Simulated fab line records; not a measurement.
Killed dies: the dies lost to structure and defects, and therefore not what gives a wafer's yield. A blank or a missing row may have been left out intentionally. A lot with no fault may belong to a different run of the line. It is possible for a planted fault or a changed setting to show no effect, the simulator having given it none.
What tool caused it? ; flow nand harc ; 12 lots with 36 wafers sampled at 5 steps, on a route of 1159 steps

WHAT THE GAUGES SHOWED, per wafer
NHARC_A_BLC_OVL_MEAS_11. Usual: overlay x nm 0.1 nm, standard deviation 0.94; overlay y nm 0.1 nm, standard deviation 1.
lot;measured;on;overlay x nm (nm);overlay y nm (nm);flag
L448;day 17 20:42;overlay-02;0.8 1.5 0.5;-2.1 -1.8 -1.8;
L449;day 17 22:00;overlay-02;-0.2 0.2 -0.3;1.1 0.9 0.8;
L450;day 18 05:19;overlay-01;-0.2 0.3 -0.1;0.9 0.4 0.4;
L453;day 19 05:02;overlay-01;0.1 -0.2 -0.1;-0.1 0.0 0.0;
L454;day 19 13:33;overlay-01;0.8 1.1 1.0;0.8 0.3 0.2;
L455;day 19 14:41;overlay-02;-0.5 -0.1 -0.3;-1.9 -1.5 -1.4;
L461;day 22 00:55;overlay-02;0.2 0.4 -0.1;-1.0 -1.2 -1.2;
L462;day 22 02:26;overlay-01;-0.4 0.1 -0.1;1.1 0.9 0.2;
L466;day 22 13:04;overlay-01;-0.8 -1.1 -0.9;0.5 0.4 0.0;
L468;day 22 14:38;overlay-02;1.1 1.6 1.9;0.5 0.2 0.5;
L467;day 22 20:55;overlay-01;-0.7 -0.9 -0.7;0.4 0.6 0.2;
L469;day 23 07:17;overlay-01;-1.0 -1.1 -1.1;-0.3 -0.6 -1.0;

NHARC_END_SORT_01. Usual: killed at array 28, standard deviation 11; killed at other 0.8, standard deviation 1.1; killed at periphery 3.3, standard deviation 2.8; killed dies 32, standard deviation 11; killed open 3.3, standard deviation 1.9; killed short 1.9, standard deviation 1.4.
lot;measured;on;killed at array;killed at other;killed at periphery;killed dies;killed open;killed short;flag
L454;day 21 14:41;prober-01;675 674 673;0 0 0;2 3 4;677 677 677;3 6 2;0 3 0;OFF
L455;day 21 22:28;prober-01;671 677 675;0 0 1;6 0 1;677 677 677;8 4 3;0 0 0;OFF

WHAT TOOL EACH LOT RAN ON (gives the tool, then ch and the chambers of the sampled wafers, and finally the start)
lot;NHARC_A_BLC_DESCUM_15;NHARC_A_BLC_ETCH_16;NHARC_A_BLC_ALD_23
L448;rie diel-09 ch 0,1, day 17 20:47;rie diel-09 ch 0,1, day 17 20:53;ald metal-02 ch 0,1,2, day 17 22:37
L449;rie diel-09 ch 0,1, day 17 22:06;rie diel-09 ch 2,3, day 17 22:11;ald metal-01 ch 1,2,3, day 17 23:57
L450;rie diel-13 ch 1,2,3, day 18 05:25;rie diel-13 ch 0,1,2, day 18 05:34;ald metal-01 ch 0,3, day 18 07:17
L453;rie diel-13 ch 0,3, day 19 05:08;rie diel-13 ch 0,3, day 19 05:14;ald metal-01 ch 1,3, day 19 07:02
L454;rie diel-09 ch 0,1,3, day 19 13:39;rie diel-09 ch 0,2,3, day 19 13:44;ald metal-02 ch 0,2,3, day 19 15:28
L455;rie diel-09 ch 1,2,3, day 19 14:47;rie diel-09 ch 0,1,2, day 19 14:52;ald metal-04 ch 0,2,3, day 19 16:35
L461;rie diel-09 ch 2,3, day 22 01:02;rie diel-09 ch 2,3, day 22 01:07;ald metal-02 ch 0,1,2, day 22 02:53
L462;rie diel-09 ch 1,3, day 22 02:32;rie diel-09 ch 0,1, day 22 02:38;ald metal-04 ch 0,1,2, day 22 04:22
L466;rie diel-09 ch 1,2,3, day 22 13:10;rie diel-09 ch 0,3, day 22 13:15;ald metal-02 ch 0,1,2, day 22 15:01
L468;rie diel-09 ch 0,2,3, day 22 14:44;rie diel-09 ch 0,1,2, day 22 14:50;ald metal-02 ch 1,2,3, day 22 16:35
L467;rie diel-13 ch 0,2,3, day 22 21:02;rie diel-13 ch 0,3, day 22 21:05;ald metal-02 ch 0,1,3, day 22 22:56
L469;rie diel-01 ch 2,3, day 23 07:23;rie diel-01 ch 1,2,3, day 23 07:28;ald metal-02 ch 0,1,3, day 23 09:12
- NHARC_A_BLC_DESCUM_15: chemistry O2, time 3 s.
- NHARC_A_BLC_ETCH_16: etches the open film in CF4, target depth 39 nm, time 65 s.
- NHARC_A_BLC_ALD_23: deposits TiN, target thk 3 nm, pulse time 1 s, ald cycles 150.

WHAT THE TOOLS THEMSELVES READ (means of the sampled wafers that have a number; where no wafer has one, the mark that the record gives instead)
NHARC_A_BLC_DESCUM_15. Usual: drypump motor current A 5.6 A, standard deviation 0.35; mfc ar sccm 0.011 sccm, standard deviation 0.01; oes product au 1.006 a.u., standard deviation 0.014; rf vpp V 57.6 V, standard deviation 0.88; showerhead plenum p Torr 1.90 Torr, standard deviation 0.079; throttle valve pct 11.311 %, standard deviation 0.0097.
lot;tool;drypump motor current A (A);mfc ar sccm (sccm);oes product au (a.u.);rf vpp V (V);showerhead plenum p Torr (Torr);throttle valve pct (%);flag
L448;rie diel-09;5.6;0.010;1.013;58.1;1.97;11.319;
L449;rie diel-09;5.6;0.010;1.005;58.4;1.97;11.310;
L450;rie diel-13;5.6;0.023;0.994;57.3;1.86;11.314;
L453;rie diel-13;5.5;0.014;0.989;57.6;1.95;11.317;
L454;rie diel-09;5.4;0.008;1.015;58.7;1.95;11.312;
L455;rie diel-09;5.6;0.006;1.009;56.6;1.88;11.312;
L461;rie diel-09;5.2;0.000;1.017;57.6;1.87;11.317;
L462;rie diel-09;5.6;0.011;1.009;57.8;1.92;11.315;
L466;rie diel-09;5.6;0.006;1.004;57.6;1.87;11.313;
L468;rie diel-09;5.4;0.002;1.022;57.8;1.89;11.302;
L467;rie diel-13;5.6;0.016;1.001;57.7;1.89;11.306;
L469;rie diel-01;5.8;0.021;1.024;57.5;1.96;11.311;

NHARC_A_BLC_ETCH_16. Usual: bias w 100.00 W, standard deviation 0.3; cf4 flow sccm 150.0 sccm, standard deviation 0.45; drypump motor current A 5.5 A, standard deviation 0.35; mfc ar sccm 0.011 sccm, standard deviation 0.0098; oes product au 1.004 a.u., standard deviation 0.013; rf vpp V 151.1 V, standard deviation 1.2; showerhead plenum p Torr 1.75 Torr, standard deviation 0.067; throttle valve pct 13.284 %, standard deviation 0.0085.
lot;tool;bias w (W);cf4 flow sccm (sccm);drypump motor current A (A);mfc ar sccm (sccm);oes product au (a.u.);rf vpp V (V);showerhead plenum p Torr (Torr);throttle valve pct (%);flag
L448;rie diel-09;99.95;150.3;5.7;0.013;0.995;152.2;1.80;13.283;
L449;rie diel-09;99.98;149.7;5.2;0.000;1.007;151.4;1.73;13.274;
L450;rie diel-13;99.77;149.8;5.7;0.021;1.000;150.6;1.74;13.287;
L453;rie diel-13;99.98;150.4;5.4;0.014;0.999;151.4;1.80;13.282;
L454;rie diel-09;-;-;-;-;-;-;-;-;OFF
L455;rie diel-09;-;-;-;-;-;-;-;-;OFF
L461;rie diel-09;100.11;149.3;5.6;0.000;1.010;150.6;1.70;13.282;
L462;rie diel-09;99.79;150.1;5.6;0.010;1.024;151.3;1.82;13.285;
L466;rie diel-09;99.76;150.2;5.0;0.002;1.013;152.3;1.79;13.281;
L468;rie diel-09;99.81;149.9;5.7;0.008;1.008;151.0;1.76;13.280;
L467;rie diel-13;100.24;150.1;5.4;0.015;0.992;151.3;1.78;13.279;
L469;rie diel-01;100.20;149.8;5.7;0.010;1.007;151.1;1.73;13.288;

NHARC_A_BLC_ALD_23. Usual: heater power w 1107 W, standard deviation 110; precursor pulse height rel 1.003, standard deviation 0.021.
lot;tool;heater power w (W);precursor pulse height rel;flag
L448;ald metal-02;1180;1.007;
L449;ald metal-01;1022;1.017;
L450;ald metal-01;911;0.993;
L453;ald metal-01;992;0.993;
L454;ald metal-02;1139;0.990;
L455;ald metal-04;1040;0.997;
L461;ald metal-02;1202;1.018;
L462;ald metal-04;1065;1.002;
L466;ald metal-02;1210;1.002;
L468;ald metal-02;1217;1.010;
L467;ald metal-02;1152;1.012;
L469;ald metal-02;1158;0.976;

THE ANSWER, worked out from the rows above alone
Rule: lot off if the mean of its wafers having a number is beyond 3 standard deviations from the usual mean. Also off: a lot with no number at a reading for which 4 or more lots have one. The other lots that the step has rows for count as sound. Order of review: gauges by route order, followed by the tools' own readings, for which a lot's mean as printed above is used. At the first step where some lot is off, the reading lying furthest off is the one used; lots without a number count as furthest.
Off at NHARC_END_SORT_01 (killed at array): L454, L455. Neither off nor sound, because the step has no rows for them: L448, L449, L450, L453, L461, L462, L466, L468, L467, L469.
A tool fits if, at a process step before that reading, it ran every lot that is off, and no sound lot after the first of them. Not tried: the gauges at NHARC_END_SORT_01; whatever is off there is also off at NHARC_A_BLC_ETCH_16, on other tools, and gauge error can't account for it. One fits: NHARC_A_BLC_DESCUM_15 and NHARC_A_BLC_ETCH_16 on rie diel-09. It ran no sound lot before its first lot that is off in this sample, so the start can't be narrowed down.

WHAT HAD BEEN PUT IN BY THE SIMULATOR
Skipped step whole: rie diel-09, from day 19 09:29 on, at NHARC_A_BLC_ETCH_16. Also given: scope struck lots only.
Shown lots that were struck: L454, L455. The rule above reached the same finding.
